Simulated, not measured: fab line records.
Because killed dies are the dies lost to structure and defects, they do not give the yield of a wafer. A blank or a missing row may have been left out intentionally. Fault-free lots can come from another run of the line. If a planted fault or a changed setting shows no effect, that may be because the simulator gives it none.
fab line records    flow nand-harc    part 1 of 2: steps 1 to 21 of 32
[record] lots = 5  wafers = 15  last-day = 27
route steps=1159 shown A_CONTACT@903
lots with no fault: from the same line, run without faults
start-h: the number of hours between the record's first day and the start of the first shown wafer of the lot    wait-h: how many hours have passed since the lot's step before this one    " repeats the value in the row above    L1.1+2: several wafers, shown together as one row    - no value present, or no start provided    * or withheld: withheld    < > ~ a bound
route shown NAME@n: names a module that has steps shown in the file, with the first one's number in the route    usual: average and standard deviation across the fault-free wafers    same: alike in all rows    chamber/n: place in a boat    sites: per-site readings    _std_site: the values' standard deviation    _edge_site: mean of outer sites minus mean of inner sites    radius-mm: for every site, how far away it sits from the centre of the wafer    mask NAME#n: copy n    behind: the tool/chamber that last shaped the wafer    hold: why the lot went on hold/how many hours it stayed there/how the hold came to an end    device: names the non-switching transistor (n, p or np)    end of line: tests of these same wafers at the route's end    where a step has no rows: the recipe by itself    killed: dies lost to structure and defects at the first sort, not the wafer's yield    map: dies across one wafer; x = killed, . = not, _ = none there
set.NAME: the run value of the setting; set.NAME@STEP: its run value at that earlier step    model.NAME: the simulator's own value behind a step, which no gauge read
lots at some steps of the route; a table a step, a row a wafer
services: the hour from which a tool's chamber was out of use, counted from the record's first day as start-h (under 0 if before that day), plus the number of hours and why
[[steps]]
[step NHARC_A_CONTACT_ETCH_78]
[recipe] target-depth-a = 28000  over-etch-frac = 0.3  time-s = 728  ion-energy-ev = 150  o2-flow-sccm = 400  cos-flow-sccm = 20  ar-flow-sccm = 0  rf-w = 500  bias-w = 300  chemistry = O2/COS
[usual] drypump-motor-current-A = 5.6/0.39  oes-product-au = 0.999/0.0069  rf-vpp-V = 313.3/1.7  showerhead-plenum-p-Torr = 3.07/0.11  throttle-valve-pct = 28.328/0.0087
lot.wafer  tool         chamber  start-h  wait-h  drypump-motor-current-A  oes-product-au  rf-hours-counter-h  rf-vpp-V  showerhead-plenum-p-Torr  throttle-valve-pct
L085.1     rie-diel-13  1        -        -       5.4                      1.010           16                  312.1     3.02                      28.323
L085.3     "            3        "        "       6.6                      1.006           17                  317.5     3.33                      28.326
L085.2     "            0        "        "       5.4                      0.992           10                  313.2     3.15                      28.319
L092.4     rie-diel-04  2        -        -       5.6                      0.993           10                  312.5     3.07                      28.329
L092.3     "            3        "        "       4.9                      0.992           11                  314.4     3.12                      28.329
L092.1     "            0        "        "       5.6                      1.000           12                  311.7     2.92                      28.322
L093.4     rie-diel-04  3        -        -       4.9                      0.998           16                  313.5     3.12                      28.316
L093.3     "            0        "        "       5.5                      0.995           17                  312.3     2.92                      28.326
L093.6     "            2        "        "       5.7                      0.993           -                   313.4     3.06                      28.330
L097.2     rie-diel-04  1        -        -       5.8                      0.998           14                  312.8     3.09                      28.310
L097.1     "            2        "        "       5.6                      0.996           16                  313.4     3.06                      28.323
L097.5     "            1        "        "       5.9                      1.007           -                   313.0     3.09                      28.333
L096.4     rie-diel-04  3        -        -       5.0                      0.994           17                  313.7     3.12                      28.316
L096.1     "            0        "        "       5.6                      1.005           18                  312.4     2.92                      28.315
L096.3     "            1        "        "       5.9                      1.000           15                  314.5     3.09                      28.317
[step NHARC_A_CONTACT_ETCH_124]
[recipe] source-w = withheld  pressure-mtorr = 20  bias-v = withheld  time-s = 140  target-depth-a = 7000  ar-flow-sccm = withheld  c4f8-flow-sccm = withheld  o2-flow-sccm = withheld  chemistry = C4F8/O2/Ar
lot.wafer  tool             chamber  start-h  wait-h  rf-hours-counter-h
L085.2     har-cap-etch-02  0        497.87   -       21
L085.1     "                1        "        "       21
L085.3     "                1        "        "       -
L092.1     har-cap-etch-03  0        521.37   -       104
L092.3     "                0        "        "       -
L092.4     "                1        "        "       -
L093.3     har-cap-etch-01  0        548.44   -       -
L093.4     "                1        "        "       -
L093.6     "                0        "        "       -
L097.2     har-cap-etch-01  1        550.50   -       80
L097.1     "                0        "        "       80
L097.5     "                1        "        "       -
L096.1     har-cap-etch-02  0        552.12   -       36
L096.3     "                1        "        "       -
L096.4     "                0        "        "       -
[step NHARC_A_CONTACT_ETCH_125]
[recipe] source-w = withheld  pressure-mtorr = 20  bias-v = 1200  time-s = 155  target-depth-a = 9560  ar-flow-sccm = withheld  c4f8-flow-sccm = withheld  o2-flow-sccm = withheld  chemistry = C4F8/O2/Ar
lot.wafer  tool             chamber  start-h  wait-h  rf-hours-counter-h
L085.2     har-cap-etch-02  0        498.07   0.2     22
L085.1     "                1        "        "       22
L085.3     "                1        "        "       -
L092.1     har-cap-etch-03  0        521.57   0.2     104
L092.3     "                0        "        "       -
L092.4     "                1        "        "       -
L093.3     har-cap-etch-01  0        548.68   0.2     -
L093.4     "                1        "        "       -
L093.6     "                0        "        "       -
L097.2     har-cap-etch-01  1        550.76   0.2     80
L097.1     "                0        "        "       80
L097.5     "                1        "        "       -
L096.1     har-cap-etch-02  0        552.31   0.2     37
L096.3     "                1        "        "       -
L096.4     "                0        "        "       -
[step NHARC_A_CONTACT_ETCH_126]
[recipe] source-w = withheld  pressure-mtorr = 20  bias-v = 1200  time-s = 155  target-depth-a = 9560  ar-flow-sccm = withheld  c4f8-flow-sccm = withheld  o2-flow-sccm = withheld  chemistry = C4F8/O2/Ar
lot.wafer  tool             chamber  start-h  wait-h  rf-hours-counter-h
L085.2     har-cap-etch-02  0        498.21   0.1     22
L085.1     "                1        "        "       22
L085.3     "                1        "        "       -
L092.1     har-cap-etch-03  0        521.72   0.1     104
L092.3     "                0        "        "       -
L092.4     "                1        "        "       -
L093.3     har-cap-etch-01  0        548.87   0.2     -
L093.4     "                1        "        "       -
L093.6     "                0        "        "       -
L097.2     har-cap-etch-01  1        550.95   0.2     80
L097.1     "                0        "        "       80
L097.5     "                1        "        "       -
L096.1     har-cap-etch-02  0        552.45   0.1     37
L096.3     "                1        "        "       -
L096.4     "                0        "        "       -
[step NHARC_A_CONTACT_ETCH_127]
[recipe] source-w = withheld  pressure-mtorr = 20  bias-v = 1200  time-s = 155  target-depth-a = 9560  ar-flow-sccm = withheld  c4f8-flow-sccm = withheld  o2-flow-sccm = withheld  chemistry = C4F8/O2/Ar
lot.wafer  tool             chamber  start-h  wait-h  rf-hours-counter-h
L085.2     har-cap-etch-02  0        498.35   0.1     22
L085.1     "                1        "        "       22
L085.3     "                1        "        "       -
L092.1     har-cap-etch-03  0        521.86   0.1     104
L092.3     "                0        "        "       -
L092.4     "                1        "        "       -
L093.3     har-cap-etch-01  0        549.06   0.2     -
L093.4     "                1        "        "       -
L093.6     "                0        "        "       -
L097.2     har-cap-etch-01  1        551.14   0.2     80
L097.1     "                0        "        "       80
L097.5     "                1        "        "       -
L096.1     har-cap-etch-02  0        552.59   0.1     37
L096.3     "                1        "        "       -
L096.4     "                0        "        "       -
[step NHARC_A_CONTACT_ETCH_128]
[recipe] source-w = withheld  pressure-mtorr = 20  bias-v = 1200  time-s = 155  target-depth-a = 9560  ar-flow-sccm = withheld  c4f8-flow-sccm = withheld  o2-flow-sccm = withheld  chemistry = C4F8/O2/Ar
lot.wafer  tool             chamber  start-h  wait-h  rf-hours-counter-h
L085.2     har-cap-etch-02  0        498.49   0.1     22
L085.1     "                1        "        "       22
L085.3     "                1        "        "       -
L092.1     har-cap-etch-03  0        522.01   0.1     104
L092.3     "                0        "        "       -
L092.4     "                1        "        "       -
L093.3     har-cap-etch-01  0        549.24   0.2     -
L093.4     "                1        "        "       -
L093.6     "                0        "        "       -
L097.2     har-cap-etch-01  1        551.33   0.2     80
L097.1     "                0        "        "       80
L097.5     "                1        "        "       -
L096.1     har-cap-etch-02  0        552.74   0.1     37
L096.3     "                1        "        "       -
L096.4     "                0        "        "       -
[step NHARC_A_CONTACT_ETCH_129]
[recipe] source-w = withheld  pressure-mtorr = 20  bias-v = 1200  time-s = 155  target-depth-a = 9560  ar-flow-sccm = withheld  c4f8-flow-sccm = withheld  o2-flow-sccm = withheld  chemistry = C4F8/O2/Ar
lot.wafer  tool             chamber  start-h  wait-h  rf-hours-counter-h
L085.2     har-cap-etch-02  0        498.64   0.1     22
L085.1     "                1        "        "       22
L085.3     "                1        "        "       -
L092.1     har-cap-etch-03  0        522.15   0.1     104
L092.3     "                0        "        "       -
L092.4     "                1        "        "       -
L093.3     har-cap-etch-01  0        549.43   0.2     -
L093.4     "                1        "        "       -
L093.6     "                0        "        "       -
L097.2     har-cap-etch-01  1        551.51   0.2     80
L097.1     "                0        "        "       80
L097.5     "                1        "        "       -
L096.1     har-cap-etch-02  0        552.88   0.1     37
L096.3     "                1        "        "       -
L096.4     "                0        "        "       -
[step NHARC_A_CONTACT_ETCH_130]
[recipe] source-w = withheld  pressure-mtorr = 20  bias-v = 1200  time-s = 155  target-depth-a = 9560  ar-flow-sccm = withheld  c4f8-flow-sccm = withheld  o2-flow-sccm = withheld  chemistry = C4F8/O2/Ar
lot.wafer  tool             chamber  start-h  wait-h  rf-hours-counter-h
L085.2     har-cap-etch-02  0        498.78   0.1     22
L085.1     "                1        "        "       22
L085.3     "                1        "        "       -
L092.1     har-cap-etch-03  0        522.29   0.1     105
L092.3     "                0        "        "       -
L092.4     "                1        "        "       -
L093.3     har-cap-etch-01  0        549.62   0.2     -
L093.4     "                1        "        "       -
L093.6     "                0        "        "       -
L097.2     har-cap-etch-01  1        551.70   0.2     81
L097.1     "                0        "        "       81
L097.5     "                1        "        "       -
L096.1     har-cap-etch-02  0        553.02   0.1     37
L096.3     "                1        "        "       -
L096.4     "                0        "        "       -
[step NHARC_A_CONTACT_ETCH_131]
[recipe] source-w = withheld  pressure-mtorr = 20  bias-v = 1200  time-s = 155  target-depth-a = 9560  ar-flow-sccm = withheld  c4f8-flow-sccm = withheld  o2-flow-sccm = withheld  chemistry = C4F8/O2/Ar
lot.wafer  tool             chamber  start-h  wait-h  rf-hours-counter-h
L085.2     har-cap-etch-02  0        498.92   0.1     22
L085.1     "                1        "        "       22
L085.3     "                1        "        "       -
L092.1     har-cap-etch-03  0        522.43   0.1     105
L092.3     "                0        "        "       -
L092.4     "                1        "        "       -
L093.3     har-cap-etch-01  0        549.82   0.2     -
L093.4     "                1        "        "       -
L093.6     "                0        "        "       -
L097.2     har-cap-etch-01  1        551.89   0.2     81
L097.1     "                0        "        "       81
L097.5     "                1        "        "       -
L096.1     har-cap-etch-02  0        553.16   0.1     37
L096.3     "                1        "        "       -
L096.4     "                0        "        "       -
[step NHARC_A_CONTACT_ETCH_132]
[recipe] source-w = withheld  pressure-mtorr = 20  bias-v = 1200  time-s = 156  target-depth-a = 9580  ar-flow-sccm = withheld  c4f8-flow-sccm = withheld  o2-flow-sccm = withheld  chemistry = C4F8/O2/Ar
lot.wafer  tool             chamber  start-h  wait-h  rf-hours-counter-h
L085.2     har-cap-etch-02  0        499.06   0.1     22
L085.1     "                1        "        "       22
L085.3     "                1        "        "       -
L092.1     har-cap-etch-03  0        522.57   0.1     105
L092.3     "                0        "        "       -
L092.4     "                1        "        "       -
L093.3     har-cap-etch-01  0        550.01   0.2     -
L093.4     "                1        "        "       -
L093.6     "                0        "        "       -
L097.2     har-cap-etch-01  1        552.07   0.2     81
L097.1     "                0        "        "       81
L097.5     "                1        "        "       -
L096.1     har-cap-etch-02  0        553.30   0.1     37
L096.3     "                1        "        "       -
L096.4     "                0        "        "       -
[step NHARC_A_CONTACT_ETCH_133]
[recipe] source-w = withheld  pressure-mtorr = 20  bias-v = 400  time-s = 195  target-depth-a = 8400  ar-flow-sccm = withheld  c4f8-flow-sccm = 11.5  o2-flow-sccm = 7.2  chemistry = C4F8/O2/Ar
lot.wafer  tool             chamber  start-h  wait-h  rf-hours-counter-h
L085.2     har-cap-etch-02  0        499.21   0.1     23
L085.1     "                1        "        "       23
L085.3     "                1        "        "       -
L092.1     har-cap-etch-03  0        522.71   0.1     105
L092.3     "                0        "        "       -
L092.4     "                1        "        "       -
L093.3     har-cap-etch-01  0        550.25   0.2     -
L093.4     "                1        "        "       -
L093.6     "                0        "        "       -
L097.2     har-cap-etch-01  1        552.26   0.2     81
L097.1     "                0        "        "       81
L097.5     "                1        "        "       -
L096.1     har-cap-etch-02  0        553.46   0.1     38
L096.3     "                1        "        "       -
L096.4     "                0        "        "       -
[step NHARC_A_CONTACT_ETCH_91]
[recipe] target-depth-a = 400  over-etch-frac = 0.5  time-s = 85.7  ion-energy-ev = 120  ch3f-flow-sccm = 50  o2-flow-sccm = 30  ar-flow-sccm = 200  rf-w = 500  bias-w = 100  chemistry = CH3F/O2
[usual] drypump-motor-current-A = 5.6/0.38  oes-product-au = 0.96/0.037  rf-vpp-V = 243.9/1.5  showerhead-plenum-p-Torr = 2.41/0.092  throttle-valve-pct = 20.662/0.0093
lot.wafer  tool         chamber  start-h  wait-h  drypump-motor-current-A  oes-product-au  rf-hours-counter-h  rf-vpp-V  showerhead-plenum-p-Torr  throttle-valve-pct
L085.2     rie-diel-13  0        499.77   0.5     5.4                      0.94            11                  244.6     2.48                      20.658
L085.1     "            2        "        "       5.7                      0.94            18                  241.2     2.29                      20.654
L085.3     "            3        "        "       6.5                      0.93            18                  247.3     2.63                      20.659
L092.1     rie-diel-11  0        523.28   0.5     5.5                      0.93            48                  241.6     2.28                      20.667
L092.4     "            1        "        "       5.7                      0.92            48                  243.8     2.46                      20.666
L092.3     "            2        "        "       5.8                      0.93            51                  242.7     2.38                      20.668
L093.4     rie-diel-04  3        550.80   0.4     5.0                      0.92            16                  244.1     2.46                      20.669
L093.3     "            1        "        "       5.8                      0.92            14                  243.5     2.43                      20.668
L093.6     "            3        "        "       5.0                      0.92            -                   245.2     2.46                      20.647
L097.2     rie-diel-04  1        552.95   0.6     5.9                      0.93            16                  244.3     2.43                      20.654
L097.1     "            2        "        "       5.6                      0.93            18                  243.6     2.41                      20.654
L097.5     "            0        "        "       5.6                      0.93            -                   241.2     2.30                      20.664
L096.1     rie-diel-04  0        554.00   0.5     5.6                      0.92            19                  243.4     2.30                      20.668
L096.4     "            1        "        "       5.9                      0.92            16                  245.1     2.43                      20.670
L096.3     "            2        "        "       5.7                      0.93            18                  243.1     2.41                      20.678
[step NHARC_A_CONTACT_ETCH_97]
[recipe] target-depth-a = 200  over-etch-frac = 0.5  time-s = 10  ion-energy-ev = 250  c4f6-flow-sccm = 25  o2-flow-sccm = 20  ar-flow-sccm = 500  rf-w = 600  bias-w = 500  chemistry = C4F6/O2
[usual] drypump-motor-current-A = 5.6/0.38  oes-product-au = 0.974/0.026  rf-vpp-V = 546/3.1  showerhead-plenum-p-Torr = 3.86/0.14  throttle-valve-pct = 26.904/0.0093
lot.wafer  tool         chamber  start-h  wait-h  drypump-motor-current-A  oes-product-au  rf-hours-counter-h  rf-vpp-V  showerhead-plenum-p-Torr  throttle-valve-pct
L085.1     rie-diel-13  0        -        -       5.4                      0.982           11                  549       3.95                      26.896
L085.2     "            1        "        "       5.4                      0.965           17                  545       3.79                      26.899
L085.3     "            2        "        "       5.7                      0.964           18                  540       3.67                      26.910
L092.1     rie-diel-11  1        -        -       5.7                      0.987           48                  547       3.92                      26.927
L092.3     "            2        "        "       5.8                      0.967           51                  545       3.80                      26.895
L092.4     "            3        "        "       5.8                      0.971           49                  544       3.80                      26.894
L093.4     rie-diel-04  0        -        -       5.6                      0.957           18                  541       3.68                      26.909
L093.3     "            1        "        "       5.9                      0.947           14                  547       3.88                      26.905
L093.6     "            0        "        "       5.6                      0.951           -                   541       3.68                      26.901
L097.1     rie-diel-04  0        -        -       5.6                      0.952           19                  542       3.68                      26.916
L097.2     "            2        "        "       5.6                      0.931           18                  544       3.85                      26.908
L097.5     "            1        "        "       5.9                      0.939           -                   547       3.88                      26.906
L096.1     rie-diel-04  0        -        -       5.6                      0.972           19                  542       3.68                      26.906
L096.4     "            1        "        "       5.9                      0.969           16                  545       3.88                      26.915
L096.3     "            2        "        "       5.7                      0.965           18                  546       3.85                      26.894
[step NHARC_A_CONTACT_CD_MEAS_80]
[usual] cd-nm = 189.6/0.59
lot.wafer  tool       chamber  start-h  wait-h  cd-nm
L085.1     cd-sem-01  -        500.23   -       188.6
L085.2     "          -        "        "       188.6
L085.3     "          -        "        "       188.7
L092.1     cd-sem-01  -        523.52   -       189.1
L092.3     "          -        "        "       189.0
L092.4     "          -        "        "       188.7
L093.3     cd-sem-03  -        551.01   -       189.0
L093.4     "          -        "        "       188.7
L093.6     "          -        "        "       188.9
L097.1     cd-sem-03  -        553.14   -       190.1
L097.2     "          -        "        "       189.9
L097.5     "          -        "        "       190.0
L096.1     cd-sem-03  -        554.27   -       190.2
L096.3     "          -        "        "       189.8
L096.4     "          -        "        "       190.2
[step NHARC_A_CONTACT_STRIP_103]
[recipe] n2-flow-sccm = 150  h2-flow-sccm = 150  ar-flow-sccm = 0  bias-w = 0  chemistry = N2/H2
lot.wafer   tool         chamber  start-h  wait-h
L085.1+2+3  rie-diel-13  1,2,3    500.30   0.1
L092.1+4+3  rie-diel-04  2,3,1    523.60   0.1
L093.4+3+6  rie-diel-04  0,3,0    551.26   0.2
L097.1+2+5  rie-diel-04  0,1,0    553.21   0.1
L096.1+4+3  rie-diel-04  2,0,1    554.34   0.1
[step NHARC_A_CONTACT_STRIP_104]
[recipe] cf4-flow-sccm = 100  chf3-flow-sccm = 30  ar-flow-sccm = 0  bias-w = 0  chemistry = CF4/CHF3
lot.wafer   tool         chamber  start-h  wait-h
L085.2+1+3  rie-diel-13  0,1,2    500.40   0.1
L092.1+4+3  rie-diel-04  0,1,2    524.17   0.6
L093.4+3+6  rie-diel-04  1,2,0    551.37   0.1
L097.1+2+5  rie-diel-04  3,0,3    553.34   0.1
L096.3+4+1  rie-diel-04  2,0,1    554.43   0.1
[step NHARC_A_CONTACT_STRIP_105]
[recipe] o2-flow-sccm = 400  cos-flow-sccm = 20  ar-flow-sccm = 0  bias-w = 0  chemistry = O2/COS
lot.wafer   tool         chamber  start-h  wait-h
L085.2+1+3  rie-diel-13  3,0,2    500.46   0.1
L092.1+4+3  rie-diel-04  2,0,1    524.23   0.1
L093.4+3+6  rie-diel-04  3,1,3    551.54   0.2
L097.2+1+5  rie-diel-04  2,3,3    553.40   0.1
L096.4+3+1  rie-diel-04  1,3,0    554.50   0.1
[step NHARC_A_CONTACT_ETCH_106]
[recipe] target-depth-a = 600  overetch-a = 60  time-s = 33  ion-energy-ev = 100  cf4-flow-sccm = 80  o2-flow-sccm = 20  ar-flow-sccm = 0  rf-w = 300  bias-w = 100  chemistry = CF4/O2
[usual] drypump-motor-current-A = 5.6/0.37  oes-product-au = 1.000/0.0073  rf-vpp-V = 197.3/1.3  showerhead-plenum-p-Torr = 1.31/0.048  throttle-valve-pct = 13.397/0.0093
lot.wafer  tool         chamber  start-h  wait-h  drypump-motor-current-A  oes-product-au  rf-hours-counter-h  rf-vpp-V  showerhead-plenum-p-Torr  throttle-valve-pct
L085.2     rie-diel-13  2        500.52   0.1     5.7                      1.000           18                  196.3     1.24                      13.386
L085.3     "            0        "        "       5.4                      0.999           11                  198.7     1.35                      13.398
L085.1     "            1        "        "       5.3                      1.010           17                  197.2     1.29                      13.403
L092.4     rie-diel-04  0        524.49   0.2     5.6                      0.991           13                  195.9     1.25                      13.405
L092.3     "            1        "        "       5.9                      0.990           9                   199.0     1.32                      13.392
L092.1     "            2        "        "       5.6                      0.996           11                  196.3     1.31                      13.392
L093.4     rie-diel-04  3        552.08   0.5     5.0                      1.003           17                  197.6     1.33                      13.396
L093.3     "            2        "        "       5.6                      1.006           17                  196.0     1.31                      13.389
L093.6     "            3        "        "       4.9                      0.991           -                   197.3     1.33                      13.393
L097.1     rie-diel-04  1        553.52   0.1     5.9                      0.995           16                  196.9     1.32                      13.400
L097.2     "            0        "        "       5.6                      0.988           19                  197.2     1.25                      13.399
L097.5     "            1        "        "       5.9                      1.006           -                   197.9     1.32                      13.410
L096.1     rie-diel-04  1        554.56   0.1     5.9                      1.000           16                  197.4     1.32                      13.396
L096.3     "            2        "        "       5.6                      0.987           18                  198.5     1.31                      13.382
L096.4     "            3        "        "       4.9                      0.997           18                  200.0     1.33                      13.381
[step NHARC_A_CONTACT_STRIP_82]
[recipe] o2-flow-sccm = 500  ar-flow-sccm = 0  bias-w = 0  chemistry = O2
[usual] drypump-motor-current-A = 5.6/0.37  oes-product-au = 1.001/0.0078  rf-vpp-V = 57.6/0.96  showerhead-plenum-p-Torr = 3.45/0.12  throttle-valve-pct = 17.036/0.0091
lot.wafer  tool         chamber  start-h  wait-h  drypump-motor-current-A  oes-product-au  rf-hours-counter-h  rf-vpp-V  showerhead-plenum-p-Torr  throttle-valve-pct
L085.3     rie-diel-13  0        -        -       5.5                      0.996           11                  60.1      3.56                      17.033
L085.1     "            1        "        "       5.4                      1.007           17                  56.6      3.41                      17.035
L085.2     "            2        "        "       5.7                      1.000           18                  56.5      3.29                      17.022
L092.4     rie-diel-04  1        -        -       5.9                      0.993           9                   57.0      3.49                      17.036
L092.1     "            2        "        "       5.7                      0.994           11                  57.7      3.47                      17.044
L092.3     "            3        "        "       5.0                      0.994           12                  58.4      3.53                      17.031
L093.3     rie-diel-04  1        -        -       5.9                      0.990           15                  57.9      3.49                      17.057
L093.4     "            2        "        "       5.6                      1.002           17                  57.4      3.46                      17.038
L093.6     "            0        "        "       5.6                      1.007           -                   57.2      3.30                      17.042
L097.1     rie-diel-04  0        -        -       5.6                      0.983           19                  56.1      3.30                      17.029
L097.2     "            3        "        "       4.9                      0.991           18                  60.5      3.52                      17.038
L097.5     "            1        "        "       5.9                      0.997           -                   56.7      3.49                      17.048
L096.4     rie-diel-04  3        -        -       5.0                      0.995           18                  57.6      3.52                      17.044
L096.3     "            0        "        "       5.6                      0.991           19                  56.8      3.30                      17.042
L096.1     "            1        "        "       5.9                      0.997           16                  56.6      3.49                      17.030
[step NHARC_A_CONTACT_STRIP_83]
[recipe] time-s = 600  temp-c = 30  chemistry = post-etch-residue-remover
[usual] bath-heat-duty-pct = 13.1/1.5
lot.wafer  tool          chamber  start-h  wait-h  bath-heat-duty-pct
L085.1     wet-bench-01  0        500.90   -       13.1
L085.3     "             1        "        "       10.3
L085.2     "             4        "        "       12.6
L092.4     wet-bench-09  3        524.89   -       13.2
L092.1     "             5        "        "       13.1
L092.3     "             6        "        "       13.2
L093.4     wet-bench-03  5        552.46   -       11.7
L093.3     "             6        "        "       13.6
L093.6     "             0        "        "       15.3
L097.5     wet-bench-01  2        553.90   -       14.6
L097.1     "             3        "        "       13.6
L097.2     "             5        "        "       11.8
L096.3     wet-bench-01  6        554.93   -       11.6
L096.4     "             7        "        "       15.3
L096.1     "             0        "        "       14.7
[step NHARC_A_CONTACT_DEP_84]
[recipe] target-thk-a = 20000  temp-c = 400  material = aC
[usual] throttle-valve-pct = 34.999/0.0089
lot.wafer  tool        chamber  start-h  wait-h  throttle-valve-pct
L085.1     acl-dep-03  0        508.04   -       35.017
L085.2     "           0        "        "       35.004
L085.3     "           0        "        "       34.983
L092.1     acl-dep-02  0        526.06   -       35.000
L092.3     "           0        "        "       35.008
L092.4     "           0        "        "       35.017
L093.3     acl-dep-01  0        553.58   -       35.004
L093.4     "           0        "        "       34.999
L093.6     "           0        "        "       34.995
L097.1     acl-dep-02  0        555.19   -       35.001
L097.2     "           0        "        "       34.991
L097.5     "           0        "        "       34.998
L096.1     acl-dep-03  0        555.41   -       34.999
L096.3     "           0        "        "       35.004
L096.4     "           0        "        "       35.005
